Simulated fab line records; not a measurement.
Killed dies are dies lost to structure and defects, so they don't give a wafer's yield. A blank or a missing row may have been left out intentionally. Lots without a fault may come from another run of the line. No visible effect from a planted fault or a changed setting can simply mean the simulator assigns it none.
Lot-split experiment || flow n5 finfet || 39 wafers read across 7 lots, on a route 1938 steps long

THE SPLIT ITSELF
At N5_BEOL_M11_VIA_ETCH_34 (etches SiCOH lowk in C4F6/O2, target depth 184.5 nm, time 69.2 s), the setting time s was moved away from the recipe's 69.2 s on 9 of the 39 wafers read, by -58.8% to -20.0%. All remaining wafers had this setting at the recipe value.

The split's own step is where the reading is taken.

THE READING
SOC_of_BEOL_M11_COAT_63.thk nm (the simulator's own value, which no gauge read), in nm, at N5_BEOL_M11_VIA_ETCH_34 (etches SiCOH lowk in C4F6/O2, target depth 184.5 nm, time 69.2 s). No usual value for it is given in the file. Across the 30 wafers here that went through the recipe, the average is 91.9 nm and the standard deviation 0.29 nm.

{"wafer": "L076.1", "tool, chamber at the split": "rie diel-04, 0", "time s as run, s": 69.2, "against the recipe": "recipe", "SOC_of_BEOL_M11_COAT_63.thk nm, nm": 91.8, "against lot-mates on the recipe": "-"}
{"wafer": "L076.2", "tool, chamber at the split": "rie diel-04, 3", "time s as run, s": 69.2, "against the recipe": "recipe", "SOC_of_BEOL_M11_COAT_63.thk nm, nm": 91.8, "against lot-mates on the recipe": "-"}
{"wafer": "L076.3", "tool, chamber at the split": "rie diel-04, 2", "time s as run, s": 69.2, "against the recipe": "recipe", "SOC_of_BEOL_M11_COAT_63.thk nm, nm": 91.4, "against lot-mates on the recipe": "-"}
{"wafer": "L076.4", "tool, chamber at the split": "rie diel-04, 1", "time s as run, s": 69.2, "against the recipe": "recipe", "SOC_of_BEOL_M11_COAT_63.thk nm, nm": 91.8, "against lot-mates on the recipe": "-"}
{"wafer": "L076.5", "tool, chamber at the split": "rie diel-04, 1", "time s as run, s": 69.2, "against the recipe": "recipe", "SOC_of_BEOL_M11_COAT_63.thk nm, nm": 92.2, "against lot-mates on the recipe": "-"}
{"wafer": "L076.6", "tool, chamber at the split": "rie diel-04, 2", "time s as run, s": 69.2, "against the recipe": "recipe", "SOC_of_BEOL_M11_COAT_63.thk nm, nm": 91.6, "against lot-mates on the recipe": "-"}
{"wafer": "L078.1", "tool, chamber at the split": "rie diel-06, 1", "time s as run, s": 69.2, "against the recipe": "recipe", "SOC_of_BEOL_M11_COAT_63.thk nm, nm": 92, "against lot-mates on the recipe": "-"}
{"wafer": "L078.2", "tool, chamber at the split": "rie diel-06, 3", "time s as run, s": 55.36, "against the recipe": "-20.0%", "SOC_of_BEOL_M11_COAT_63.thk nm, nm": 93.8, "against lot-mates on the recipe": "+1.9"}
{"wafer": "L078.3", "tool, chamber at the split": "rie diel-06, 0", "time s as run, s": 55.36, "against the recipe": "-20.0%", "SOC_of_BEOL_M11_COAT_63.thk nm, nm": 93, "against lot-mates on the recipe": "+1.1"}
{"wafer": "L078.4", "tool, chamber at the split": "rie diel-06, 2", "time s as run, s": 69.2, "against the recipe": "recipe", "SOC_of_BEOL_M11_COAT_63.thk nm, nm": 91.8, "against lot-mates on the recipe": "-"}
{"wafer": "L078.5", "tool, chamber at the split": "rie diel-06, 2", "time s as run, s": 69.2, "against the recipe": "recipe", "SOC_of_BEOL_M11_COAT_63.thk nm, nm": 92, "against lot-mates on the recipe": "-"}
{"wafer": "L078.6", "tool, chamber at the split": "rie diel-06, 3", "time s as run, s": 55.36, "against the recipe": "-20.0%", "SOC_of_BEOL_M11_COAT_63.thk nm, nm": 93.4, "against lot-mates on the recipe": "+1.5"}
{"wafer": "L079.1", "tool, chamber at the split": "rie diel-06, 2", "time s as run, s": 28.52, "against the recipe": "-58.8%", "SOC_of_BEOL_M11_COAT_63.thk nm, nm": 96.8, "against lot-mates on the recipe": "+4.7"}
{"wafer": "L079.2", "tool, chamber at the split": "rie diel-06, 1", "time s as run, s": 69.2, "against the recipe": "recipe", "SOC_of_BEOL_M11_COAT_63.thk nm, nm": 92.4, "against lot-mates on the recipe": "-"}
{"wafer": "L079.3", "tool, chamber at the split": "rie diel-06, 3", "time s as run, s": 69.2, "against the recipe": "recipe", "SOC_of_BEOL_M11_COAT_63.thk nm, nm": 92.2, "against lot-mates on the recipe": "-"}
{"wafer": "L079.4", "tool, chamber at the split": "rie diel-06, 0", "time s as run, s": 28.52, "against the recipe": "-58.8%", "SOC_of_BEOL_M11_COAT_63.thk nm, nm": 96.6, "against lot-mates on the recipe": "+4.5"}
{"wafer": "L079.5", "tool, chamber at the split": "rie diel-06, 0", "time s as run, s": 69.2, "against the recipe": "recipe", "SOC_of_BEOL_M11_COAT_63.thk nm, nm": 91.6, "against lot-mates on the recipe": "-"}
{"wafer": "L079.6", "tool, chamber at the split": "rie diel-06, 1", "time s as run, s": 28.52, "against the recipe": "-58.8%", "SOC_of_BEOL_M11_COAT_63.thk nm, nm": 96.8, "against lot-mates on the recipe": "+4.7"}
{"wafer": "L082.1", "tool, chamber at the split": "rie diel-04, 3", "time s as run, s": 69.2, "against the recipe": "recipe", "SOC_of_BEOL_M11_COAT_63.thk nm, nm": 92.4, "against lot-mates on the recipe": "-"}
{"wafer": "L082.2", "tool, chamber at the split": "rie diel-04, 2", "time s as run, s": 69.2, "against the recipe": "recipe", "SOC_of_BEOL_M11_COAT_63.thk nm, nm": 91.6, "against lot-mates on the recipe": "-"}
{"wafer": "L082.3", "tool, chamber at the split": "rie diel-04, 0", "time s as run, s": 69.2, "against the recipe": "recipe", "SOC_of_BEOL_M11_COAT_63.thk nm, nm": 92.2, "against lot-mates on the recipe": "-"}
{"wafer": "L082.4", "tool, chamber at the split": "rie diel-04, 2", "time s as run, s": 69.2, "against the recipe": "recipe", "SOC_of_BEOL_M11_COAT_63.thk nm, nm": 91.6, "against lot-mates on the recipe": "-"}
{"wafer": "L082.5", "tool, chamber at the split": "rie diel-04, 0", "time s as run, s": 69.2, "against the recipe": "recipe", "SOC_of_BEOL_M11_COAT_63.thk nm, nm": 91.6, "against lot-mates on the recipe": "-"}
{"wafer": "L082.6", "tool, chamber at the split": "rie diel-04, 3", "time s as run, s": 69.2, "against the recipe": "recipe", "SOC_of_BEOL_M11_COAT_63.thk nm, nm": 92, "against lot-mates on the recipe": "-"}
{"wafer": "L089.2", "tool, chamber at the split": "rie diel-04, 1", "time s as run, s": 69.2, "against the recipe": "recipe", "SOC_of_BEOL_M11_COAT_63.thk nm, nm": 92, "against lot-mates on the recipe": "-"}
{"wafer": "L089.3", "tool, chamber at the split": "rie diel-04, 2", "time s as run, s": 69.2, "against the recipe": "recipe", "SOC_of_BEOL_M11_COAT_63.thk nm, nm": 91.4, "against lot-mates on the recipe": "-"}
{"wafer": "L089.6", "tool, chamber at the split": "rie diel-04, 0", "time s as run, s": 69.2, "against the recipe": "recipe", "SOC_of_BEOL_M11_COAT_63.thk nm, nm": 91.6, "against lot-mates on the recipe": "-"}
{"wafer": "L091.1", "tool, chamber at the split": "rie diel-06, 3", "time s as run, s": 69.2, "against the recipe": "recipe", "SOC_of_BEOL_M11_COAT_63.thk nm, nm": 91.8, "against lot-mates on the recipe": "-"}
{"wafer": "L091.2", "tool, chamber at the split": "rie diel-06, 1,2", "time s as run, s": 69.2, "against the recipe": "recipe", "SOC_of_BEOL_M11_COAT_63.thk nm, nm": 92.2, "against lot-mates on the recipe": "-"}
{"wafer": "L091.4", "tool, chamber at the split": "rie diel-06, 1,2", "time s as run, s": 69.2, "against the recipe": "recipe", "SOC_of_BEOL_M11_COAT_63.thk nm, nm": 92.2, "against lot-mates on the recipe": "-"}
{"wafer": "L091.3", "tool, chamber at the split": "rie diel-06, 0", "time s as run, s": 69.2, "against the recipe": "recipe", "SOC_of_BEOL_M11_COAT_63.thk nm, nm": 91.8, "against lot-mates on the recipe": "-"}
{"wafer": "L091.5", "tool, chamber at the split": "rie diel-06, 3", "time s as run, s": 69.2, "against the recipe": "recipe", "SOC_of_BEOL_M11_COAT_63.thk nm, nm": 92.4, "against lot-mates on the recipe": "-"}
{"wafer": "L091.6", "tool, chamber at the split": "rie diel-06, 2", "time s as run, s": 69.2, "against the recipe": "recipe", "SOC_of_BEOL_M11_COAT_63.thk nm, nm": 92, "against lot-mates on the recipe": "-"}
{"wafer": "L092.1", "tool, chamber at the split": "rie diel-04, 3", "time s as run, s": 69.2, "against the recipe": "recipe", "SOC_of_BEOL_M11_COAT_63.thk nm, nm": 92.2, "against lot-mates on the recipe": "-"}
{"wafer": "L092.2", "tool, chamber at the split": "rie diel-04, 0", "time s as run, s": 69.2, "against the recipe": "recipe", "SOC_of_BEOL_M11_COAT_63.thk nm, nm": 92, "against lot-mates on the recipe": "-"}
{"wafer": "L092.3", "tool, chamber at the split": "rie diel-04, 2", "time s as run, s": 49.64, "against the recipe": "-28.3%", "SOC_of_BEOL_M11_COAT_63.thk nm, nm": 94.6, "against lot-mates on the recipe": "+2.5"}
{"wafer": "L092.4", "tool, chamber at the split": "rie diel-04, 3", "time s as run, s": 49.64, "against the recipe": "-28.3%", "SOC_of_BEOL_M11_COAT_63.thk nm, nm": 95, "against lot-mates on the recipe": "+2.9"}
{"wafer": "L092.5", "tool, chamber at the split": "rie diel-04, 2", "time s as run, s": 49.64, "against the recipe": "-28.3%", "SOC_of_BEOL_M11_COAT_63.thk nm, nm": 94.6, "against lot-mates on the recipe": "+2.5"}
{"wafer": "L092.6", "tool, chamber at the split": "rie diel-04, 0", "time s as run, s": 69.2, "against the recipe": "recipe", "SOC_of_BEOL_M11_COAT_63.thk nm, nm": 92.2, "against lot-mates on the recipe": "-"}
When a row names more than one chamber, that row covers several wafers, and the file does not tell which wafer ran in which chamber.

FIT RESULTS
A straight line over all 39 wafers: SOC_of_BEOL_M11_COAT_63.thk nm changes by -0.0839 nm for each +1% of time s; r = -0.98; the points scatter about the line by 0.32 nm.
The same after taking each lot's own level away (the mean of its wafers on the recipe; 39 wafers): -0.0809 nm for each +1%; r = -0.98; scatter 0.27 nm.
On that fit, the largest move of time s shifts the reading by 4.8 nm.
From 91.67 to 92.13 nm: that is the span of the lots' own levels, equal to 1.6 times the standard deviation above.
The two slopes are in agreement: the lot-to-lot level therefore moves the slope only a little.
Check: for one of the wafers moved furthest among these (-58.8%), held out of the fit, the line's prediction against its lot-mates is +4.77 nm. Against them it came out at +4.73 nm.

THESE WAFERS: OTHER SPLITS
Before the reading, these wafers also passed through other splits. Each is held against what the fit with the lots' levels taken away leaves over:
{"other split on the same wafers": "N5_HKMG_FIN_DEVELOP_48 develop time s", "wafers away from the commonest value": 9, "r with SOC_of_BEOL_M11_COAT_63.thk nm (lot level and that fit taken away)": "+0.09"}
{"other split on the same wafers": "N5_MOL_CONTACT_COAG_ETCHBACK_135 time s", "wafers away from the commonest value": 15, "r with SOC_of_BEOL_M11_COAT_63.thk nm (lot level and that fit taken away)": -0.11}
{"other split on the same wafers": "N5_BEOL_M2_HM_DEP_02 target thk a", "wafers away from the commonest value": 12, "r with SOC_of_BEOL_M11_COAT_63.thk nm (lot level and that fit taken away)": -0.19}
{"other split on the same wafers": "N5_BEOL_M6_ILD_DEP_00 target thk a", "wafers away from the commonest value": 9, "r with SOC_of_BEOL_M11_COAT_63.thk nm (lot level and that fit taken away)": -0.07}

THE WHOLE CHAIN: every reading that the file lists as answering this split, in the file's order
{"step": "N5_BEOL_M11_VIA_ETCH_34", "what it does": "etches SiCOH lowk in C4F6/O2, target depth 184.5 nm, time 69.2 s", "reading": "etch.depth nm (the simulator's own value, which no gauge read)", "change (the file's fit)": "+1.83 nm for each +1% of the setting", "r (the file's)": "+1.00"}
{"step": "N5_BEOL_M11_VIA_ETCH_34", "what it does": "etches SiCOH lowk in C4F6/O2, target depth 184.5 nm, time 69.2 s", "reading": "SOC_of_BEOL_M11_COAT_63.thk nm (the simulator's own value, which no gauge read)", "change (the file's fit)": "-0.081 nm for each +1% of the setting", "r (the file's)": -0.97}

THE FILE'S OWN FIT
SOC_of_BEOL_M11_COAT_63.thk nm changes by -0.081 nm for each +1% of time s, r = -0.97.
